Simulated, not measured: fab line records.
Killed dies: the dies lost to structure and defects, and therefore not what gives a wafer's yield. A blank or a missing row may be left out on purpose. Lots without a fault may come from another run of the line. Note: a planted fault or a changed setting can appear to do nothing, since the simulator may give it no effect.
fab line records / flow nand-harc
record lots=5 wafers=13 last-day=24
route steps=1159 shown P_M2@320 END@1159
lots that met no fault: taken from a fault-free run of the same line
start-h: hours from the record's first day to the start of the lot's first wafer shown / wait-h: time in hours since the lot's previous step / " repeats the value in the row above / L1.1+2: a row that stands for several wafers / - no value, or no start given / * or withheld: withheld / < > ~ a bound
route shown NAME@n: names a module that has steps shown in the file, with the first one's number in the route / usual: mean and standard deviation over wafers with no fault / same: alike in all rows / chamber/n: place in a boat / sites: per-site readings / _std_site: standard deviation across them / _edge_site: inner sites' mean taken away from outer sites' mean / radius-mm: for every site, how far away it sits from the centre of the wafer / mask NAME#n: copy n / behind: the tool/chamber that last shaped the wafer / hold: why the lot was held/for how many hours/how that ended / device: whichever transistor did not switch (one of n, p or np) / end of line: the route-end tests of the same wafers / for a step that has no rows: nothing shown but its recipe / killed: dies lost to structure and defects at the first sort, not the wafer's yield / map: a wafer's dies, marking killed ones x, the rest . and places with no die _
set.NAME: the run value of the setting; set.NAME@STEP: its run value at that earlier step / model.NAME: the simulator's own value behind a step, which no gauge read
certain route steps with their lots: each step a table, each wafer a row
services: from which hour (start-h, from the record's first day; less than 0 if before it) a tool's chamber was out of use, for how many hours, and why
## steps
# step NHARC_P_M2_HMDS_02
# recipe time-s=30
# step NHARC_P_M2_COAT_34
# recipe temp-c=200 time-s=65
# step NHARC_P_M2_COAT_03
# recipe spin-rpm=1500 resist-thk-nm=90
# step NHARC_P_M2_SOFTBAKE_04
# recipe temp-c=105 time-s=55
# step NHARC_P_M2_EBR_05
# step NHARC_P_M2_EXPOSE_06
# recipe na=1.35 target-cd-nm=170 dose-mj=80.78 mask-id=P_M2
# step NHARC_P_M2_PEB_07
# recipe peb-temp-c=100 peb-time-s=65
# step NHARC_P_M2_DEVELOP_08
# recipe develop-time-s=35 dev-temp-c=23
# step NHARC_P_M2_CD_MEAS_09
# recipe target-cd-nm=170 landing-energy-ev=500
# usual cd-nm=169.4/0.62
lot.wafer=L652.3 tool=cd-sem-01 chamber=0 start-h=152.90 wait-h=- cd-nm=169.1
lot.wafer=L652.4 tool=cd-sem-01 chamber=0 start-h=152.90 wait-h=- cd-nm=169.1
lot.wafer=L652.6 tool=cd-sem-01 chamber=0 start-h=152.90 wait-h=- cd-nm=168.1
lot.wafer=L655.1 tool=cd-sem-01 chamber=0 start-h=171.97 wait-h=- cd-nm=170.1
lot.wafer=L655.2 tool=cd-sem-01 chamber=0 start-h=171.97 wait-h=- cd-nm=169.5
lot.wafer=L655.6 tool=cd-sem-01 chamber=0 start-h=171.97 wait-h=- cd-nm=169.9
lot.wafer=L657.5 tool=cd-sem-01 chamber=0 start-h=184.82 wait-h=- cd-nm=169.6
lot.wafer=L661.2 tool=cd-sem-01 chamber=0 start-h=205.13 wait-h=- cd-nm=169.4
lot.wafer=L661.4 tool=cd-sem-01 chamber=0 start-h=205.13 wait-h=- cd-nm=169.4
lot.wafer=L661.6 tool=cd-sem-01 chamber=0 start-h=205.13 wait-h=- cd-nm=168.4
lot.wafer=L668.2 tool=cd-sem-03 chamber=0 start-h=250.29 wait-h=- cd-nm=169.2
lot.wafer=L668.4 tool=cd-sem-03 chamber=0 start-h=250.29 wait-h=- cd-nm=169.3
lot.wafer=L668.6 tool=cd-sem-03 chamber=0 start-h=250.29 wait-h=- cd-nm=170.1
# step NHARC_P_M2_OVL_MEAS_10
# recipe pitch-nm=340
# usual overlay-x-nm=0.2/0.77 overlay-y-nm=-0.5/0.85
lot.wafer=L652.3 tool=overlay-02 chamber=- start-h=152.98 wait-h=- overlay-x-nm=-0.3 overlay-y-nm=-1.9
lot.wafer=L652.4 tool=overlay-02 chamber=- start-h=152.98 wait-h=- overlay-x-nm=-0.8 overlay-y-nm=-1.1
lot.wafer=L652.6 tool=overlay-02 chamber=- start-h=152.98 wait-h=- overlay-x-nm=-0.3 overlay-y-nm=-2.1
lot.wafer=L655.1 tool=overlay-02 chamber=- start-h=172.06 wait-h=- overlay-x-nm=-0.4 overlay-y-nm=-0.5
lot.wafer=L655.2 tool=overlay-02 chamber=- start-h=172.06 wait-h=- overlay-x-nm=-0.3 overlay-y-nm=-0.8
lot.wafer=L655.6 tool=overlay-02 chamber=- start-h=172.06 wait-h=- overlay-x-nm=-0.4 overlay-y-nm=-1.4
lot.wafer=L657.5 tool=overlay-02 chamber=- start-h=184.90 wait-h=- overlay-x-nm=0.4 overlay-y-nm=0.3
lot.wafer=L661.2 tool=overlay-01 chamber=- start-h=205.22 wait-h=- overlay-x-nm=1.4 overlay-y-nm=-0.7
lot.wafer=L661.4 tool=overlay-01 chamber=- start-h=205.22 wait-h=- overlay-x-nm=0.8 overlay-y-nm=-0.7
lot.wafer=L661.6 tool=overlay-01 chamber=- start-h=205.22 wait-h=- overlay-x-nm=0.9 overlay-y-nm=-0.7
lot.wafer=L668.2 tool=overlay-02 chamber=- start-h=250.38 wait-h=- overlay-x-nm=-0.1 overlay-y-nm=0.1
lot.wafer=L668.4 tool=overlay-02 chamber=- start-h=250.38 wait-h=- overlay-x-nm=0.4 overlay-y-nm=0.1
lot.wafer=L668.6 tool=overlay-02 chamber=- start-h=250.38 wait-h=- overlay-x-nm=-0.6 overlay-y-nm=-0.2
# step NHARC_P_M2_INSPECT_11
# usual raw-defect-count=4.6/2.2
lot.wafer=L652.3 tool=defect-inspect-02 chamber=- start-h=153.02 wait-h=0.0 raw-defect-count=6
lot.wafer=L652.4 tool=defect-inspect-02 chamber=- start-h=153.02 wait-h=0.0 raw-defect-count=3
lot.wafer=L652.6 tool=defect-inspect-02 chamber=- start-h=153.02 wait-h=0.0 raw-defect-count=4
lot.wafer=L655.1 tool=defect-inspect-02 chamber=- start-h=172.09 wait-h=0.0 raw-defect-count=5
lot.wafer=L655.2 tool=defect-inspect-02 chamber=- start-h=172.09 wait-h=0.0 raw-defect-count=3
lot.wafer=L655.6 tool=defect-inspect-02 chamber=- start-h=172.09 wait-h=0.0 raw-defect-count=5
lot.wafer=L657.5 tool=defect-inspect-02 chamber=- start-h=184.93 wait-h=0.0 raw-defect-count=12
lot.wafer=L661.2 tool=defect-inspect-02 chamber=- start-h=205.26 wait-h=0.0 raw-defect-count=4
lot.wafer=L661.4 tool=defect-inspect-02 chamber=- start-h=205.26 wait-h=0.0 raw-defect-count=6
lot.wafer=L661.6 tool=defect-inspect-02 chamber=- start-h=205.26 wait-h=0.0 raw-defect-count=3
lot.wafer=L668.2 tool=defect-inspect-02 chamber=- start-h=250.42 wait-h=0.0 raw-defect-count=3
lot.wafer=L668.4 tool=defect-inspect-02 chamber=- start-h=250.42 wait-h=0.0 raw-defect-count=6
lot.wafer=L668.6 tool=defect-inspect-02 chamber=- start-h=250.42 wait-h=0.0 raw-defect-count=2
# step NHARC_P_M2_DESCUM_14
# recipe time-s=3 o2-flow-sccm=200 ar-flow-sccm=0 bias-power-w=0 chemistry=O2
# usual drypump-motor-current-A=5.7/0.59 oes-product-au=0.997/0.01 rf-vpp-V=58.0/0.93 showerhead-plenum-p-Torr=1.93/0.086 throttle-valve-pct=11.312/0.0088
lot.wafer=L652.4 tool=rie-diel-03 chamber=1 start-h=153.11 wait-h=0.1 drypump-motor-current-A=5.4 oes-product-au=1.014 rf-hours-counter-h=- rf-vpp-V=59.6 showerhead-plenum-p-Torr=2.06 throttle-valve-pct=11.325
lot.wafer=L652.3 tool=rie-diel-03 chamber=2 start-h=153.11 wait-h=0.1 drypump-motor-current-A=5.8 oes-product-au=1.011 rf-hours-counter-h=- rf-vpp-V=58.4 showerhead-plenum-p-Torr=1.94 throttle-valve-pct=11.320
lot.wafer=L652.6 tool=rie-diel-03 chamber=2 start-h=153.11 wait-h=0.1 drypump-motor-current-A=5.8 oes-product-au=1.016 rf-hours-counter-h=- rf-vpp-V=58.5 showerhead-plenum-p-Torr=1.94 throttle-valve-pct=11.316
lot.wafer=L655.1 tool=rie-diel-02 chamber=1 start-h=172.15 wait-h=0.1 drypump-motor-current-A=5.2 oes-product-au=1.015 rf-hours-counter-h=1 rf-vpp-V=58.4 showerhead-plenum-p-Torr=1.83 throttle-valve-pct=11.321
lot.wafer=L655.2 tool=rie-diel-02 chamber=2 start-h=172.15 wait-h=0.1 drypump-motor-current-A=5.3 oes-product-au=0.996 rf-hours-counter-h=1 rf-vpp-V=58.0 showerhead-plenum-p-Torr=1.88 throttle-valve-pct=11.312
lot.wafer=L655.6 tool=rie-diel-02 chamber=2 start-h=172.15 wait-h=0.1 drypump-motor-current-A=5.3 oes-product-au=0.994 rf-hours-counter-h=- rf-vpp-V=56.9 showerhead-plenum-p-Torr=1.88 throttle-valve-pct=11.311
lot.wafer=L657.5 tool=rie-diel-02 chamber=1 start-h=185.06 wait-h=0.1 drypump-motor-current-A=5.2 oes-product-au=1.010 rf-hours-counter-h=- rf-vpp-V=56.8 showerhead-plenum-p-Torr=1.83 throttle-valve-pct=11.306
lot.wafer=L661.2 tool=rie-diel-13 chamber=1 start-h=205.32 wait-h=0.1 drypump-motor-current-A=6.0 oes-product-au=0.977 rf-hours-counter-h=30 rf-vpp-V=59.2 showerhead-plenum-p-Torr=1.87 throttle-valve-pct=11.322
lot.wafer=L661.4 tool=rie-diel-13 chamber=2 start-h=205.32 wait-h=0.1 drypump-motor-current-A=5.0 oes-product-au=0.997 rf-hours-counter-h=29 rf-vpp-V=57.7 showerhead-plenum-p-Torr=1.89 throttle-valve-pct=11.314
lot.wafer=L661.6 tool=rie-diel-13 chamber=2 start-h=205.32 wait-h=0.1 drypump-motor-current-A=5.0 oes-product-au=0.989 rf-hours-counter-h=- rf-vpp-V=57.4 showerhead-plenum-p-Torr=1.89 throttle-valve-pct=11.316
lot.wafer=L668.2 tool=rie-diel-03 chamber=0 start-h=250.50 wait-h=0.1 drypump-motor-current-A=5.8 oes-product-au=0.992 rf-hours-counter-h=5 rf-vpp-V=57.4 showerhead-plenum-p-Torr=1.86 throttle-valve-pct=11.301
lot.wafer=L668.4 tool=rie-diel-03 chamber=2 start-h=250.50 wait-h=0.1 drypump-motor-current-A=5.8 oes-product-au=1.018 rf-hours-counter-h=- rf-vpp-V=58.3 showerhead-plenum-p-Torr=1.93 throttle-valve-pct=11.310
lot.wafer=L668.6 tool=rie-diel-03 chamber=0 start-h=250.50 wait-h=0.1 drypump-motor-current-A=5.8 oes-product-au=0.988 rf-hours-counter-h=- rf-vpp-V=57.4 showerhead-plenum-p-Torr=1.86 throttle-valve-pct=11.307
# step NHARC_P_M2_ETCH_35
# recipe target-depth-a=400 overetch-a=120 time-s=43.94 ion-energy-ev=200 n2-flow-sccm=150 h2-flow-sccm=150 ar-flow-sccm=0 rf-w=400 bias-w=150 chemistry=N2/H2
# usual drypump-motor-current-A=5.7/0.58 oes-product-au=0.997/0.011 rf-vpp-V=431.1/2.8 run-length-s=65.3/0.52 showerhead-plenum-p-Torr=2.06/0.099 throttle-valve-pct=14.172/0.009
lot.wafer=L652.3 tool=rie-diel-03 chamber=1 start-h=153.24 wait-h=0.1 drypump-motor-current-A=5.4 oes-product-au=1.006 rf-hours-counter-h=- rf-vpp-V=433.4 run-length-s=64.6 showerhead-plenum-p-Torr=2.20 throttle-valve-pct=14.184
lot.wafer=L652.4 tool=rie-diel-03 chamber=2 start-h=153.24 wait-h=0.1 drypump-motor-current-A=5.8 oes-product-au=1.009 rf-hours-counter-h=- rf-vpp-V=431.2 run-length-s=64.9 showerhead-plenum-p-Torr=2.06 throttle-valve-pct=14.180
lot.wafer=L652.6 tool=rie-diel-03 chamber=1 start-h=153.24 wait-h=0.1 drypump-motor-current-A=5.4 oes-product-au=1.003 rf-hours-counter-h=- rf-vpp-V=435.4 run-length-s=64.6 showerhead-plenum-p-Torr=2.20 throttle-valve-pct=14.179
lot.wafer=L655.1 tool=rie-diel-02 chamber=1 start-h=172.24 wait-h=0.1 drypump-motor-current-A=5.2 oes-product-au=1.003 rf-hours-counter-h=1 rf-vpp-V=428.2 run-length-s=66.1 showerhead-plenum-p-Torr=1.95 throttle-valve-pct=14.164
lot.wafer=L655.2 tool=rie-diel-02 chamber=3 start-h=172.24 wait-h=0.1 drypump-motor-current-A=6.8 oes-product-au=1.001 rf-hours-counter-h=0 rf-vpp-V=432.3 run-length-s=65.9 showerhead-plenum-p-Torr=2.13 throttle-valve-pct=14.172
lot.wafer=L655.6 tool=rie-diel-02 chamber=2 start-h=172.24 wait-h=0.1 drypump-motor-current-A=5.3 oes-product-au=0.991 rf-hours-counter-h=- rf-vpp-V=429.6 run-length-s=65.5 showerhead-plenum-p-Torr=2.00 throttle-valve-pct=14.179
lot.wafer=L657.5 tool=rie-diel-02 chamber=3 start-h=185.12 wait-h=0.1 drypump-motor-current-A=6.7 oes-product-au=1.002 rf-hours-counter-h=- rf-vpp-V=431.5 run-length-s=52.9 showerhead-plenum-p-Torr=2.13 throttle-valve-pct=14.178
lot.wafer=L661.4 tool=rie-diel-13 chamber=0 start-h=205.41 wait-h=0.1 drypump-motor-current-A=6.2 oes-product-au=1.005 rf-hours-counter-h=31 rf-vpp-V=427.2 run-length-s=64.7 showerhead-plenum-p-Torr=1.94 throttle-valve-pct=14.184
lot.wafer=L661.2 tool=rie-diel-13 chamber=2 start-h=205.41 wait-h=0.1 drypump-motor-current-A=5.0 oes-product-au=0.989 rf-hours-counter-h=29 rf-vpp-V=430.4 run-length-s=65.3 showerhead-plenum-p-Torr=2.01 throttle-valve-pct=14.172
lot.wafer=L661.6 tool=rie-diel-13 chamber=3 start-h=205.41 wait-h=0.1 drypump-motor-current-A=6.1 oes-product-au=0.986 rf-hours-counter-h=- rf-vpp-V=433.8 run-length-s=65.3 showerhead-plenum-p-Torr=2.21 throttle-valve-pct=14.163
lot.wafer=L668.2 tool=rie-diel-03 chamber=3 start-h=250.58 wait-h=0.1 drypump-motor-current-A=6.5 oes-product-au=1.003 rf-hours-counter-h=5 rf-vpp-V=427.0 run-length-s=65.1 showerhead-plenum-p-Torr=1.94 throttle-valve-pct=14.164
lot.wafer=L668.4 tool=rie-diel-03 chamber=3 start-h=250.58 wait-h=0.1 drypump-motor-current-A=6.5 oes-product-au=1.016 rf-hours-counter-h=- rf-vpp-V=428.3 run-length-s=65.5 showerhead-plenum-p-Torr=1.94 throttle-valve-pct=14.177
lot.wafer=L668.6 tool=rie-diel-03 chamber=0 start-h=250.58 wait-h=0.1 drypump-motor-current-A=5.8 oes-product-au=0.980 rf-hours-counter-h=- rf-vpp-V=429.3 run-length-s=64.4 showerhead-plenum-p-Torr=1.99 throttle-valve-pct=14.173
# step NHARC_P_M2_ETCH_15
# recipe target-depth-a=1825 time-s=91.2 c4f8-flow-sccm=withheld ar-flow-sccm=400 rf-w=600 bias-w=300 chemistry=C4F8/Ar
# usual oes-product-au=0.946/0.022 rf-vpp-V=441.3/2.8 run-length-s=112.6/0.5
lot.wafer=L652.4 tool=rie-diel-03 chamber=2 start-h=153.37 wait-h=0.1 oes-product-au=0.941 rf-hours-counter-h=- rf-vpp-V=442.5 run-length-s=111.6
lot.wafer=L652.3 tool=rie-diel-03 chamber=1 start-h=153.37 wait-h=0.1 oes-product-au=0.933 rf-hours-counter-h=- rf-vpp-V=445.2 run-length-s=112.4
lot.wafer=L652.6 tool=rie-diel-03 chamber=1 start-h=153.37 wait-h=0.1 oes-product-au=0.933 rf-hours-counter-h=- rf-vpp-V=446.8 run-length-s=112.0
lot.wafer=L655.2 tool=rie-diel-02 chamber=1 start-h=- wait-h=- oes-product-au=0.964 rf-hours-counter-h=1 rf-vpp-V=438.4 run-length-s=113.4
lot.wafer=L655.1 tool=rie-diel-02 chamber=2 start-h=- wait-h=- oes-product-au=0.958 rf-hours-counter-h=1 rf-vpp-V=438.9 run-length-s=112.6
lot.wafer=L655.6 tool=rie-diel-02 chamber=1 start-h=- wait-h=- oes-product-au=0.965 rf-hours-counter-h=- rf-vpp-V=437.2 run-length-s=113.5
lot.wafer=L657.5 tool=rie-diel-02 chamber=3 start-h=- wait-h=- oes-product-au=0.943 rf-hours-counter-h=- rf-vpp-V=442.6 run-length-s=113.0
lot.wafer=L661.4 tool=rie-diel-13 chamber=1 start-h=- wait-h=- oes-product-au=0.905 rf-hours-counter-h=30 rf-vpp-V=441.4 run-length-s=112.3
lot.wafer=L661.2 tool=rie-diel-13 chamber=2 start-h=- wait-h=- oes-product-au=0.920 rf-hours-counter-h=29 rf-vpp-V=440.0 run-length-s=112.9
lot.wafer=L661.6 tool=rie-diel-13 chamber=2 start-h=- wait-h=- oes-product-au=0.914 rf-hours-counter-h=- rf-vpp-V=437.9 run-length-s=112.2
lot.wafer=L668.2 tool=rie-diel-03 chamber=2 start-h=- wait-h=- oes-product-au=0.935 rf-hours-counter-h=5 rf-vpp-V=440.8 run-length-s=111.6
lot.wafer=L668.4 tool=rie-diel-03 chamber=0 start-h=- wait-h=- oes-product-au=0.912 rf-hours-counter-h=- rf-vpp-V=439.7 run-length-s=111.9
lot.wafer=L668.6 tool=rie-diel-03 chamber=2 start-h=- wait-h=- oes-product-au=0.936 rf-hours-counter-h=- rf-vpp-V=441.9 run-length-s=111.6
# step NHARC_END_SORT_01
# recipe temp-c=25
# usual defect-limited-yield=95.3/1.6 killed-at-array=27/11 killed-at-other=0.7/1.1 killed-at-periphery=3.6/2.4 killed-dies=32/11 killed-open=3.3/1.8 killed-short=2.1/1.5 sort_bin_2_pct=1.4/0.64 sort_bin_3_pct=0.29/0.22 sort_bin_4_pct=3.0/1.1 sort-n-pass=645/11 sort-rim-yield-pct=95/3.5 sort-yield-pct=95.3/1.6
# same gross-dies=677 sort_bin_5_pct[%]=0 sort_bin_6_pct[%]=0 sort_bin_7_pct[%]=0 sort_bin_8_pct[%]=0 sort-rim-n-gross=106.00
lot.wafer=L652.3 tool=prober-01 chamber=0 start-h=463.85 wait-h=3.1 defect-limited-yield[%]=95.3 killed-at-array=26 killed-at-other=0 killed-at-periphery=6 killed-dies=32 killed-open=4 killed-short=2 sort_bin_2_pct[%]=1.6 sort_bin_3_pct[%]=0.15 sort_bin_4_pct[%]=3.0 sort-n-pass=645 sort-rim-yield-pct[%]=98 sort-yield-pct[%]=95.3
lot.wafer=L652.4 tool=prober-01 chamber=0 start-h=464.65 wait-h=3.4 defect-limited-yield[%]=97.0 killed-at-array=14 killed-at-other=0 killed-at-periphery=6 killed-dies=20 killed-open=3 killed-short=6 sort_bin_2_pct[%]=1.2 sort_bin_3_pct[%]=0.15 sort_bin_4_pct[%]=1.6 sort-n-pass=657 sort-rim-yield-pct[%]=95 sort-yield-pct[%]=97.0
lot.wafer=L652.6 tool=prober-01 chamber=0 start-h=466.24 wait-h=4.0 defect-limited-yield[%]=96.2 killed-at-array=22 killed-at-other=0 killed-at-periphery=4 killed-dies=26 killed-open=3 killed-short=2 sort_bin_2_pct[%]=0.6 sort_bin_3_pct[%]=0.30 sort_bin_4_pct[%]=3.0 sort-n-pass=651 sort-rim-yield-pct[%]=98 sort-yield-pct[%]=96.2
lot.wafer=L655.1 tool=prober-01 chamber=0 start-h=494.46 wait-h=2.6 defect-limited-yield[%]=96.8 killed-at-array=19 killed-at-other=0 killed-at-periphery=3 killed-dies=22 killed-open=2 killed-short=1 sort_bin_2_pct[%]=1.2 sort_bin_3_pct[%]=0 sort_bin_4_pct[%]=2.1 sort-n-pass=655 sort-rim-yield-pct[%]=94 sort-yield-pct[%]=96.8
lot.wafer=L655.2 tool=prober-01 chamber=0 start-h=495.25 wait-h=2.8 defect-limited-yield[%]=95.7 killed-at-array=27 killed-at-other=1 killed-at-periphery=1 killed-dies=29 killed-open=2 killed-short=0 sort_bin_2_pct[%]=1.2 sort_bin_3_pct[%]=0.15 sort_bin_4_pct[%]=3.0 sort-n-pass=648 sort-rim-yield-pct[%]=97 sort-yield-pct[%]=95.7
lot.wafer=L655.6 tool=prober-01 chamber=0 start-h=498.39 wait-h=3.9 defect-limited-yield[%]=94.8 killed-at-array=30 killed-at-other=0 killed-at-periphery=5 killed-dies=35 killed-open=9 killed-short=1 sort_bin_2_pct[%]=2.1 sort_bin_3_pct[%]=0.44 sort_bin_4_pct[%]=2.7 sort-n-pass=642 sort-rim-yield-pct[%]=92 sort-yield-pct[%]=94.8
lot.wafer=L661.2 tool=prober-01 chamber=0 start-h=526.32 wait-h=2.8 defect-limited-yield[%]=98.2 killed-at-array=9 killed-at-other=0 killed-at-periphery=3 killed-dies=12 killed-open=2 killed-short=3 sort_bin_2_pct[%]=0.6 sort_bin_3_pct[%]=0.15 sort_bin_4_pct[%]=1.0 sort-n-pass=665 sort-rim-yield-pct[%]=100 sort-yield-pct[%]=98.2
lot.wafer=L661.4 tool=prober-01 chamber=0 start-h=527.90 wait-h=3.4 defect-limited-yield[%]=98.7 killed-at-array=8 killed-at-other=0 killed-at-periphery=1 killed-dies=9 killed-open=2 killed-short=0 sort_bin_2_pct[%]=0.3 sort_bin_3_pct[%]=0 sort_bin_4_pct[%]=1.0 sort-n-pass=668 sort-rim-yield-pct[%]=99 sort-yield-pct[%]=98.7
lot.wafer=L661.6 tool=prober-01 chamber=0 start-h=529.48 wait-h=3.9 defect-limited-yield[%]=98.1 killed-at-array=12 killed-at-other=0 killed-at-periphery=1 killed-dies=13 killed-open=2 killed-short=2 sort_bin_2_pct[%]=0.4 sort_bin_3_pct[%]=0.30 sort_bin_4_pct[%]=1.2 sort-n-pass=664 sort-rim-yield-pct[%]=99 sort-yield-pct[%]=98.1
# killed by level:class
L652.3 A_CHANNEL_HOLE_D1:chamber-film-flake=14 A_CONTACT:chamber-film-flake=5 P_ZERO_WELL:chamber-film-flake=4 A_STAIRCASE:chamber-film-flake=2 P_CONTACT:geometric-particle:open=1 P_M2:geometric-particle:open=1 A_CHANNEL_HOLE_D1:geometric-particle:open=1 A_SGD_CUT:geometric-particle:short=1
L652.4 A_CHANNEL_HOLE_D1:chamber-film-flake=5 A_STAIRCASE:chamber-film-flake=3 A_CONTACT:chamber-film-flake=3 P_CONTACT:geometric-particle:short=2 P_M0:geometric-particle:open=2 P_M0:geometric-particle:short=1 P_M1:geometric-particle:open=1 A_ONON_D1:geometric-particle:short=1
L652.6 A_CHANNEL_HOLE_D1:chamber-film-flake=11 A_CONTACT:chamber-film-flake=5 P_BONDPAD:chamber-film-flake=2 A_STAIRCASE:chamber-film-flake=2 P_GATE:geometric-particle:open=1 P_CONTACT:geometric-particle:short=1 A_ONON_D1:geometric-particle:open=1 A_WL_FILL:geometric-particle:short=1
L655.1 A_STAIRCASE:chamber-film-flake=5 A_SLIT:chamber-film-flake=5 A_CHANNEL_HOLE_D1:chamber-film-flake=3 A_CONTACT:chamber-film-flake=3 P_ZERO_WELL:chamber-film-flake=2 A_CHANNEL_FILL_D1:geometric-particle:short=1 A_SGD_CUT:geometric-particle:open=1 A_CONTACT:geometric-particle:open=1
L655.2 A_SLIT:chamber-film-flake=10 A_STAIRCASE:chamber-film-flake=8 A_CHANNEL_HOLE_D1:chamber-film-flake=4 A_CONTACT:chamber-film-flake=3 A_CONTACT:geometric-particle:open=1 P_CONTACT:chamber-film-flake=1 STARTING-WAFER:geometric-particle:open=1 A_CHANNEL_FILL_D1:chamber-film-flake=1
L655.6 A_SLIT:chamber-film-flake=11 A_STAIRCASE:chamber-film-flake=4 A_CONTACT:geometric-particle:open=3 A_CHANNEL_HOLE_D1:chamber-film-flake=3 A_CONTACT:chamber-film-flake=3 P_STI:geometric-particle:open=1 P_M0:geometric-particle:open=1 A_SOURCE_PLATE:geometric-particle:open=1
L661.2 A_CHANNEL_HOLE_D1:chamber-film-flake=2 A_WL_FILL:chamber-film-flake=2 P_GATE:geometric-particle:open=1 A_ONON_D1:geometric-particle:open=1 A_ONON_D1:geometric-particle:short=1 A_SGD_CUT:geometric-particle:short=1 A_WL_FILL:geometric-particle:short=1 P_GATE:chamber-film-flake=1
L661.4 A_CONTACT:chamber-film-flake=3 A_CONTACT:geometric-particle:open=1 A_BLC:geometric-particle:open=1 P_GATE:chamber-film-flake=1 A_CHANNEL_HOLE_D1:chamber-film-flake=1 A_STAIRCASE:chamber-film-flake=1 A_WL_FILL:chamber-film-flake=1
L661.6 A_CONTACT:chamber-film-flake=3 A_CHANNEL_HOLE_D1:chamber-film-flake=3 A_CONTACT:geometric-particle:open=2 A_STAIRCASE:chamber-film-flake=2 P_M0:geometric-particle:short=1 A_M0:geometric-particle:short=1 A_WL_FILL:chamber-film-flake=1
## services
tool=rie-diel-03 chamber=0 start-h=145.34 hours=- kind=clean
tool=rie-diel-03 chamber=1 start-h=145.34 hours=- kind=clean
tool=rie-diel-03 chamber=2 start-h=145.34 hours=- kind=clean
tool=rie-diel-03 chamber=3 start-h=145.34 hours=- kind=clean
tool=rie-diel-03 chamber=0 start-h=146.55 hours=8.5 kind=repair
tool=rie-diel-03 chamber=3 start-h=147.82 hours=10.4 kind=repair
tool=rie-diel-02 chamber=- start-h=150.70 hours=9.0 kind=pm
tool=rie-diel-03 chamber=0 start-h=169.84 hours=- kind=clean
tool=rie-diel-03 chamber=1 start-h=169.84 hours=- kind=clean
tool=rie-diel-03 chamber=2 start-h=169.84 hours=- kind=clean
tool=rie-diel-03 chamber=3 start-h=169.84 hours=- kind=clean
tool=rie-diel-03 chamber=0 start-h=194.34 hours=- kind=clean
tool=rie-diel-03 chamber=1 start-h=194.34 hours=- kind=clean
tool=rie-diel-03 chamber=2 start-h=194.34 hours=- kind=clean
tool=rie-diel-03 chamber=3 start-h=194.34 hours=- kind=clean
tool=rie-diel-03 chamber=- start-h=215.31 hours=9.0 kind=pm
tool=rie-diel-03 chamber=0 start-h=215.31 hours=9.0 kind=vent-cycle
tool=rie-diel-03 chamber=1 start-h=215.31 hours=9.0 kind=vent-cycle
tool=rie-diel-03 chamber=2 start-h=215.31 hours=9.0 kind=vent-cycle
tool=rie-diel-03 chamber=3 start-h=215.31 hours=9.0 kind=vent-cycle
tool=rie-diel-03 chamber=0 start-h=224.31 hours=- kind=clean
tool=rie-diel-03 chamber=1 start-h=224.31 hours=- kind=clean
tool=rie-diel-03 chamber=2 start-h=224.31 hours=- kind=clean
tool=rie-diel-03 chamber=1 start-h=250.35 hours=7.0 kind=repair
## key
first-sign step=NHARC_P_M2_ETCH_35 reading=run-length-s direction=down sigmas=24 usual=* struck=*
effect none on later readings
met-at NHARC_P_M2_ETCH_35
struck-wafers L657.5
rows-end L657.5
onset-between 172.24 185.12
earlier-fault kind=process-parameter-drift tool=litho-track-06 chamber=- onset-h=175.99 steps=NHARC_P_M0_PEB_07 channel=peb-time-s offset=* shape=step acts-in=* stated=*
fault kind=process-parameter-drift tool=rie-diel-02 chamber=3 onset-h=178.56 steps=NHARC_P_M2_ETCH_35 channel=time-s offset=* shape=step acts-in=* stated=*
# rows-end: these wafers met a further fault down the route, and their rows from its step on are left out
